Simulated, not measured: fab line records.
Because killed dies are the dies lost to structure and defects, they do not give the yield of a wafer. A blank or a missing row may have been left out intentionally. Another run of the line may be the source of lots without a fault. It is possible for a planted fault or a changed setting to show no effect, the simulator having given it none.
Code-filled problem report in 8D (eight disciplines) form :: flow n5 finfet :: the parts of the form that need people (team, actions taken, sign-off) are left out

1. THE ISSUE
spin speed rpm at N5_BEOL_M1_COAT_67 reads a mean of 1424.6 rpm on 6 wafers of 2 lots; wafers without a fault read 1499.9 rpm with a standard deviation of 1.1. Measured from the usual mean, that is -68 standard deviations.
The step: time 60 s, resist thk 60 nm.
First seen on wafer L171.2, day 11 04:34, on litho track-05. The record has a number at this step for 33 wafers belonging to 11 lots. The rule behind "out" and "out of limits": a value lying over 4 standard deviations away from the usual mean. The other wafers with a number count as sound.

2. WHAT IT IS, AND WHAT IT ISN'T
question: which readings at this step
is: spin speed rpm
is not: plate temp C

question: which lots
is: L171, L172
is not: L150, L153, L155, L156, L157, L159, L160, L161, L166

question: which wafers of those lots
is: all that have a number
is not: -

question: read on which tools
is: litho track-05
is not: litho track-01, litho track-03

question: when
is: from day 11 04:34
is not: up to then (27 sound wafers)

3. WHAT RULES OUT EACH SUSPECT
Counting: any tool at a process step up to the reading is kept as a suspect provided that every lot that is out went through it and no sound lot did after the first of them.
- litho track-05 at N5_BEOL_M1_COAT_67 (time 60 s, resist thk 60 nm): kept. All lots that are out passed through it, beginning with L171 at day 11 04:34, and no sound lot followed; its final sound lot before that point was L166 at day 10 08:20. On those wafers its own readings are out: spin speed rpm.
After counting, what remains is litho track-05 at N5_BEOL_M1_COAT_67.

4. THE CAUSE (what the simulator had put in)
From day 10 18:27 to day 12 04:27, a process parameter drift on litho track-05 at N5_BEOL_M1_COAT_67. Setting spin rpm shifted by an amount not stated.
The count eliminated every tool but this one.

5. SEQUENCE OF EFFECTS, ordered by route
Each row: a reading whose mean over the struck wafers that have a number lies more than 3 standard deviations from the usual. Readings are gone through only where the record gives a usual standard deviation; hours: the median, over the lots, of the time from a lot's start at the first step in this table giving one to that lot's start at this step; sigmas: the change measured in usual standard deviations.
hours: 0
step: N5_BEOL_M1_COAT_67
reading: spin speed rpm
usual: 1499.9 rpm
on struck wafers: 1424.6
change: -75.3
sigmas: -68
Process steps it contains:
- N5_BEOL_M1_COAT_67: time 60 s, resist thk 60 nm.
At these later measuring or inspecting steps, every struck wafer for which the step has a row has a number for every such reading, and none has moved that far: N5_BEOL_M4_RC_MEAS_101.

6. WHAT WOULD HAVE CAUGHT IT SOONER
The fault began at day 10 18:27; the first out-of-limits reading in this record came at day 11 04:34, 10 hours later.
